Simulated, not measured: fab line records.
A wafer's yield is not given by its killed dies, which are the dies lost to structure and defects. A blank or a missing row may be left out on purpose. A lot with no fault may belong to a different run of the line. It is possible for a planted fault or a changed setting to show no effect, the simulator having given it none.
fab line records + flow n5_finfet + part 2 of 2: steps 23 to 29 of 29
record:
- lots: 5
- wafers: 15
- last_day: 19
route steps=1938 shown BEOL_M0@748 BEOL_M1@751
lots that met no fault: from a run of the same line without faults
start_h: start of the lot's first displayed wafer, in hours after the record's first day + wait_h: hours since the lot's step before + " as in the row above + L1.1+2: a row that stands for several wafers + - no value, or no start was given + * or withheld: withheld + < > ~ a bound
route shown NAME@n: NAME is a module with steps in the file, n the number in the route of the first one + usual: mean/standard deviation of fault-free wafers + same: alike in all rows + chamber/n: place in a boat + sites: the reading at each site + _std_site: the values' standard deviation + _edge_site: mean of outer sites minus mean of inner sites + radius_mm: for every site, how far away it sits from the centre of the wafer + mask NAME#n: copy n + behind: tool/chamber where the wafer was last shaped + hold: reason for holding the lot/hours on hold/outcome of the hold + device: whichever transistor did not switch (one of n, p or np) + end of line: the tests these same wafers got at the end of their route + a step with no rows: only its recipe + killed: count of dies lost to structure and defects at first sort (not the wafer's yield) + map: shows each die of a wafer: x if killed, . if not, _ if none is there
set.NAME: the run value of the setting; set.NAME@STEP: its run value at that earlier step + model.NAME: the simulator's own value behind a step, which no gauge read
lots seen at some steps along the route; tables by step, rows by wafer
services: from which hour (start_h, from the record's first day; less than 0 if before it) a tool's chamber was out of use, for how many hours, and why
== steps ==
step: N5_BEOL_M1_ETCH_64
recipe:
- chemistry: N2/H2
- target: SOC
- target_depth_a: 750
- overetch_a: 150
- mask_material: SiARC
- temp_c: 40
- time_s: 112.5
- ion_energy_ev: 200
- pressure_mtorr: 30
- source_w: 840
- bias_w: 150
- n2_flow_sccm: 200
- h2_flow_sccm: 200
usual:
- drypump_motor_current_A: 5.4/0.37
- h2_flow_sccm: 200.0/0.56
- oes_product_au: 0.63/0.067
- rf_fwd_power_W: 836.6/2.7
- rf_vpp_V: 524.1/2
- showerhead_plenum_p_Torr: 2.55/0.065
- throttle_valve_pct: 17.79/0.24
| lot.wafer | tool        | chamber | start_h | wait_h | drypump_motor_current_A | h2_flow_sccm | oes_product_au | rf_fwd_power_W | rf_hours_counter_h | rf_vpp_V | showerhead_plenum_p_Torr | throttle_valve_pct |
|-----------|-------------|---------|---------|--------|-------------------------|--------------|----------------|----------------|--------------------|----------|--------------------------|--------------------|
| L080.1    | rie_diel-05 | 3       | 161.88  | 0.0    | 5.4                     | 198.8        | 0.62           | 838.2          | 121                | 524.8    | 2.55                     | 17.51              |
| L080.4    | "           | 0       | "       | "      | 4.9                     | 200.4        | 0.56           | 830.9          | 213                | 523.6    | 2.52                     | 18.07              |
| L080.5    | "           | 3       | "       | "      | 5.4                     | 199.1        | 0.62           | 837.9          | -                  | 524.9    | 2.55                     | 17.52              |
| L083.1    | rie_diel-03 | 2       | 178.30  | 0.0    | 5.8                     | 200.5        | 0.57           | 841.0          | 184                | 525.4    | 2.62                     | 17.55              |
| L083.4    | "           | 0       | "       | "      | 6.2                     | 199.4        | 0.73           | 833.3          | 10                 | 523.2    | 2.50                     | 17.48              |
| L083.5    | "           | 0       | "       | "      | 6.2                     | 201.4        | 0.73           | 834.4          | -                  | 523.1    | 2.50                     | 17.49              |
| L091.2    | rie_diel-06 | 0       | 219.55  | 0.0    | 5.4                     | 199.9        | 0.57           | 831.2          | 216                | 523.1    | 2.52                     | 18.06              |
| L091.4    | "           | 3       | "       | "      | 5.1                     | 199.7        | 0.75           | 838.9          | 7                  | 522.7    | 2.49                     | 17.64              |
| L091.5    | "           | 1       | "       | "      | 5.7                     | 199.1        | 0.74           | 835.0          | -                  | 529.0    | 2.70                     | 17.61              |
| L097.2    | rie_diel-06 | 2       | 262.01  | 0.0    | 5.8                     | 199.9        | 0.60           | 833.7          | 130                | 525.4    | 2.55                     | 17.88              |
| L097.4    | "           | 0       | "       | "      | 5.4                     | 199.8        | 0.56           | 835.9          | 226                | 523.0    | 2.51                     | 18.10              |
| L097.5    | "           | 0       | "       | "      | 5.4                     | 199.8        | 0.56           | 837.0          | -                  | 523.2    | 2.51                     | 18.10              |
| L096.1    | rie_diel-05 | 1       | 262.63  | 0.0    | 5.0                     | 199.2        | 0.66           | 839.3          | 80                 | 522.3    | 2.47                     | 17.55              |
| L096.2    | "           | 3       | "       | "      | 5.4                     | 200.6        | 0.60           | 841.7          | 148                | 523.4    | 2.54                     | 17.56              |
| L096.3    | "           | 2       | "       | "      | 5.8                     | 199.6        | 0.62           | 834.5          | 123                | 524.9    | 2.55                     | 18.13              |
step: N5_BEOL_M1_STRIP_65
recipe:
- chemistry: N2/H2
- temp_c: 40
- n2_flow_sccm: 200
- h2_flow_sccm: 200
- rf_frequency_hz: 6e+07
| lot.wafer  | tool        | chamber | start_h | wait_h |
|------------|-------------|---------|---------|--------|
| L080.1+4+5 | rie_diel-05 | 3,0,3   | 161.98  | 0.1    |
| L083.1+4+5 | rie_diel-03 | 2,0,0   | 178.41  | 0.1    |
| L091.2+4+5 | rie_diel-06 | 0,3,1   | 219.66  | 0.1    |
| L097.2+4+5 | rie_diel-06 | 2,0,0   | 262.12  | 0.1    |
| L096.1+2+3 | rie_diel-05 | 1,3,2   | 262.74  | 0.1    |
step: N5_BEOL_M1_STRIP_75
recipe:
- chemistry: N2/H2
- temp_c: 40
- n2_flow_sccm: 200
- h2_flow_sccm: 200
- rf_frequency_hz: 6e+07
| lot.wafer  | tool        | chamber | start_h | wait_h |
|------------|-------------|---------|---------|--------|
| L080.1+4+5 | rie_diel-05 | 3,0,3   | 161.99  | 0.0    |
| L083.1+4+5 | rie_diel-03 | 2,0,0   | 178.42  | 0.0    |
| L091.2+4+5 | rie_diel-06 | 0,3,1   | 219.67  | 0.0    |
| L097.2+4+5 | rie_diel-06 | 2,0,0   | 262.13  | 0.0    |
| L096.1+2+3 | rie_diel-05 | 1,3,2   | 262.75  | 0.0    |
step: N5_BEOL_M1_STRIP_66
recipe:
- chemistry: CF4
- resist: SiARC
- power_w: 300
- bias_power_w: 75
- pressure_mtorr: 50
- cf4_flow_sccm: 150
- rf_frequency_hz: 6e+07
usual:
- bias_power_w: 74.97/0.23
- drypump_motor_current_A: 5.4/0.36
- oes_product_au: 0.79/0.085
- rf_fwd_power_W: 292.5/0.92
- rf_vpp_V: 271.3/1.2
- showerhead_plenum_p_Torr: 1.80/0.045
- throttle_valve_pct: 13.57/0.25
| lot.wafer | tool        | chamber | start_h | wait_h | bias_power_w | drypump_motor_current_A | oes_product_au | rf_fwd_power_W | rf_hours_counter_h | rf_vpp_V | showerhead_plenum_p_Torr | throttle_valve_pct |
|-----------|-------------|---------|---------|--------|--------------|-------------------------|----------------|----------------|--------------------|----------|--------------------------|--------------------|
| L080.1    | rie_diel-05 | 3       | 162.00  | 0.0    | 74.95        | 5.4                     | 0.76           | 292.9          | 121                | 272.3    | 1.80                     | 13.34              |
| L080.4    | "           | 0       | "       | "      | 75.05        | 4.9                     | 0.70           | 291.3          | 213                | 271.0    | 1.78                     | 13.87              |
| L080.5    | "           | 3       | "       | "      | 74.93        | 5.4                     | 0.77           | 293.4          | -                  | 269.5    | 1.80                     | 13.34              |
| L083.1    | rie_diel-03 | 2       | 178.43  | 0.0    | 74.79        | 5.7                     | 0.70           | 290.8          | 184                | 272.3    | 1.86                     | 13.49              |
| L083.4    | "           | 0       | "       | "      | 74.60        | 6.2                     | 0.91           | 292.3          | 10                 | 269.8    | 1.76                     | 13.20              |
| L083.5    | "           | 0       | "       | "      | 74.78        | 6.2                     | 0.92           | 293.1          | -                  | 271.0    | 1.76                     | 13.20              |
| L091.2    | rie_diel-06 | 0       | 219.68  | 0.0    | 74.72        | 5.4                     | 0.71           | 291.9          | 216                | 271.3    | 1.77                     | 13.87              |
| L091.4    | "           | 3       | "       | "      | 74.64        | 5.2                     | 0.94           | 293.4          | 7                  | 270.8    | 1.76                     | 13.39              |
| L091.5    | "           | 1       | "       | "      | 74.76        | 5.7                     | 0.92           | 293.0          | -                  | 273.2    | 1.90                     | 13.30              |
| L097.2    | rie_diel-06 | 2       | 262.14  | 0.0    | 74.98        | 5.8                     | 0.74           | 293.1          | 130                | 271.3    | 1.80                     | 13.69              |
| L097.4    | "           | 0       | "       | "      | 74.92        | 5.4                     | 0.71           | 294.9          | 226                | 272.3    | 1.77                     | 13.89              |
| L097.5    | "           | 0       | "       | "      | 74.87        | 5.4                     | 0.70           | 294.1          | -                  | 270.1    | 1.77                     | 13.86              |
| L096.1    | rie_diel-05 | 1       | 262.76  | 0.0    | 75.27        | 4.9                     | 0.83           | 292.0          | 81                 | 270.0    | 1.74                     | 13.33              |
| L096.2    | "           | 3       | "       | "      | 74.70        | 5.4                     | 0.74           | 292.7          | 148                | 270.4    | 1.79                     | 13.42              |
| L096.3    | "           | 2       | "       | "      | 74.79        | 5.8                     | 0.78           | 293.9          | 123                | 272.7    | 1.81                     | 13.92              |
step: N5_BEOL_M1_HM_OPEN_17
recipe:
- chemistry: Cl2/BCl3
- target_depth_a: 200
- overetch_a: 60
- target: TiN
- mask_material: SOC
- ion_energy_ev: 150
- pressure_mtorr: 10
- icp_w: 1000
- bias_w: 126
- Cl2_flow_sccm: 53.25
- bcl3_flow_sccm: 21.75
- Ar_flow_sccm: 25
usual:
- drypump_motor_current_A: 5.7/0.42
- oes_product_au: 0.68/0.061
- rf_fwd_power_W: 994/3.5
- throttle_valve_pct: 22.06/0.13
| lot.wafer | tool         | chamber | start_h | wait_h | drypump_motor_current_A | oes_product_au | rf_fwd_power_W | rf_hours_counter_h | throttle_valve_pct |
|-----------|--------------|---------|---------|--------|-------------------------|----------------|----------------|--------------------|--------------------|
| L080.1    | rie_metal-02 | 0       | 162.04  | 0.0    | 5.6                     | 0.64           | 989            | 46                 | 21.95              |
| L080.4    | "            | 1       | "       | "      | 6.2                     | 0.61           | 993            | -                  | 22.12              |
| L080.5    | "            | 0       | "       | "      | 5.6                     | 0.65           | 986            | -                  | 21.94              |
| L083.1    | rie_metal-01 | 0       | 178.54  | 0.1    | 5.3                     | 0.75           | 995            | 19                 | 22.09              |
| L083.4    | "            | 0       | "       | "      | 5.3                     | 0.74           | 993            | -                  | 22.10              |
| L083.5    | "            | 0       | "       | "      | 5.3                     | 0.74           | 993            | -                  | 22.11              |
| L091.2    | rie_metal-03 | 1       | 219.72  | 0.0    | 6.5                     | 0.75           | 989            | 7                  | 22.21              |
| L091.4    | "            | 1       | "       | "      | 6.5                     | 0.75           | 993            | -                  | 22.22              |
| L091.5    | "            | 1       | "       | "      | 6.5                     | 0.76           | 994            | -                  | 22.22              |
| L097.2    | rie_metal-02 | 1       | 262.18  | 0.0    | 6.1                     | 0.61           | 995            | 60                 | 22.13              |
| L097.4    | "            | 1       | "       | "      | 6.1                     | 0.60           | 991            | -                  | 22.13              |
| L097.5    | "            | 0       | "       | "      | 5.6                     | 0.64           | 988            | -                  | 21.94              |
| L096.1    | rie_metal-02 | 1       | 262.80  | 0.0    | 6.1                     | 0.61           | 994            | 60                 | 22.14              |
| L096.2    | "            | 0       | "       | "      | 5.6                     | 0.64           | 995            | 50                 | 21.93              |
| L096.3    | "            | 0       | "       | "      | 5.6                     | 0.64           | 995            | -                  | 21.92              |
step: N5_BEOL_M1_STRIP_19
recipe:
- chemistry: O2
- power_w: 400
- temp_c: 40
- pressure_mtorr: 30
- rf_frequency_hz: 6e+07
- bias_power_w: 0
- overash_fraction: 0.2
- o2_flow_sccm: 225
usual:
- drypump_motor_current_A: 5.5/0.38
- oes_product_au: 0.79/0.084
- rf_vpp_V: 3.6/0.47
- showerhead_plenum_p_Torr: 2.10/0.051
- throttle_valve_pct: 16.65/0.23
same:
- bias_power_w: 0
| lot.wafer | tool        | chamber | start_h | wait_h | drypump_motor_current_A | oes_product_au | rf_hours_counter_h | rf_vpp_V | showerhead_plenum_p_Torr | throttle_valve_pct |
|-----------|-------------|---------|---------|--------|-------------------------|----------------|--------------------|----------|--------------------------|--------------------|
| L080.1    | rie_diel-05 | 2       | 162.17  | 0.1    | 5.8                     | 0.82           | 95                 | 3.6      | 2.10                     | 16.90              |
| L080.4    | "           | 3       | "       | "      | 5.4                     | 0.78           | 121                | 4.2      | 2.11                     | 16.42              |
| L080.5    | "           | 1       | "       | "      | 4.9                     | 0.88           | -                  | 3.6      | 2.05                     | 16.41              |
| L083.1    | rie_diel-06 | 3       | 178.65  | 0.1    | 5.2                     | 0.69           | 250                | 4.1      | 2.06                     | 17.02              |
| L083.4    | "           | 2       | "       | "      | 5.8                     | 0.79           | -                  | 3.3      | 2.12                     | 16.75              |
| L083.5    | "           | 3       | "       | "      | 5.1                     | 0.69           | -                  | 3.7      | 2.06                     | 17.05              |
| L091.2    | rie_diel-06 | 2       | 219.83  | 0.1    | 5.8                     | 0.77           | 117                | 5.1      | 2.11                     | 16.78              |
| L091.4    | "           | 1       | "       | "      | 5.8                     | 0.93           | 13                 | 3.6      | 2.23                     | 16.43              |
| L091.5    | "           | 2       | "       | "      | 5.8                     | 0.77           | -                  | 3.9      | 2.11                     | 16.78              |
| L097.2    | rie_diel-06 | 2       | 262.29  | 0.1    | 5.8                     | 0.76           | 130                | 3.5      | 2.11                     | 16.79              |
| L097.4    | "           | 0       | "       | "      | 5.4                     | 0.70           | 226                | 3.7      | 2.07                     | 16.96              |
| L097.5    | "           | 2       | "       | "      | 5.8                     | 0.76           | -                  | 3.6      | 2.11                     | 16.79              |
| L096.1    | rie_diel-06 | 2       | 262.91  | 0.1    | 5.8                     | 0.76           | 130                | 3.5      | 2.11                     | 16.81              |
| L096.2    | "           | 0       | "       | "      | 5.4                     | 0.71           | 226                | 4.3      | 2.07                     | 16.95              |
| L096.3    | "           | 3       | "       | "      | 5.2                     | 0.93           | 19                 | 3.1      | 2.05                     | 16.60              |
step: N5_BEOL_M1_CD_MEAS_18
recipe:
- pitch_nm: 36
- target_cd_nm: 18
usual:
- cd_nm: 18.00/0.27
| lot.wafer | tool      | chamber | start_h | wait_h | cd_nm |
|-----------|-----------|---------|---------|--------|-------|
| L080.1    | cd_sem-01 | -       | 162.24  | 0.0    | 18.08 |
| L080.4    | "         | -       | "       | "      | 18.11 |
| L080.5    | "         | -       | "       | "      | 18.20 |
| L083.1    | cd_sem-03 | -       | 178.72  | 0.0    | 18.47 |
| L083.4    | "         | -       | "       | "      | 17.89 |
| L083.5    | "         | -       | "       | "      | 17.99 |
| L091.2    | cd_sem-01 | -       | 219.90  | 0.1    | 18.34 |
| L091.4    | "         | -       | "       | "      | 17.99 |
| L091.5    | "         | -       | "       | "      | 18.16 |
| L097.2    | cd_sem-03 | -       | 262.36  | 0.1    | 17.99 |
| L097.4    | "         | -       | "       | "      | 18.38 |
| L097.5    | "         | -       | "       | "      | 18.08 |
| L096.1    | cd_sem-03 | -       | 262.98  | 0.0    | 17.73 |
| L096.2    | "         | -       | "       | "      | 17.95 |
| L096.3    | "         | -       | "       | "      | 18.07 |
== services ==
| tool           | chamber | start_h | hours | kind   |
|----------------|---------|---------|-------|--------|
| rie_metal-02   | 1       | 138.88  | 2.5   | repair |
| rie_metal-02   | 0       | 142.22  | 4.0   | repair |
| rie_diel-06    | 1       | 144.27  | 14.9  | repair |
| euv_scanner-01 | -       | 148.97  | 1.0   | pm     |
| rie_diel-03    | 3       | 152.15  | 13.5  | repair |
| rie_diel-03    | -       | 157.17  | 10.0  | pm     |
| euv_scanner-02 | -       | 161.07  | 1.0   | pm     |
| pecvd-01       | -       | 168.97  | 1.6   | repair |
| rie_metal-02   | -       | 175.48  | 15.6  | pm     |
| rie_diel-05    | 3       | 175.74  | 3.6   | repair |
| rie_metal-02   | -       | 191.08  | 4.3   | pm     |
| rie_metal-02   | -       | 200.62  | 0.2   | repair |
| euv_scanner-01 | -       | 205.15  | 1.0   | pm     |
| rie_diel-03    | 0       | 209.33  | 4.7   | repair |
| pecvd-03       | 1       | 210.96  | 3.6   | repair |
| euv_scanner-02 | -       | 217.22  | 1.0   | pm     |
| rie_metal-02   | -       | 224.15  | 0.5   | repair |
| rie_diel-06    | 0       | 235.18  | 4.9   | repair |
| euv_scanner-02 | -       | 238.24  | 4.6   | pm     |
| euv_scanner-01 | -       | 246.51  | 4.6   | pm     |
| rie_metal-02   | -       | 254.16  | 2.8   | pm     |
| euv_scanner-01 | -       | 255.27  | 2.2   | repair |
| pecvd-03       | -       | 258.24  | 0.9   | repair |
| euv_scanner-01 | -       | 261.27  | 1.0   | pm     |
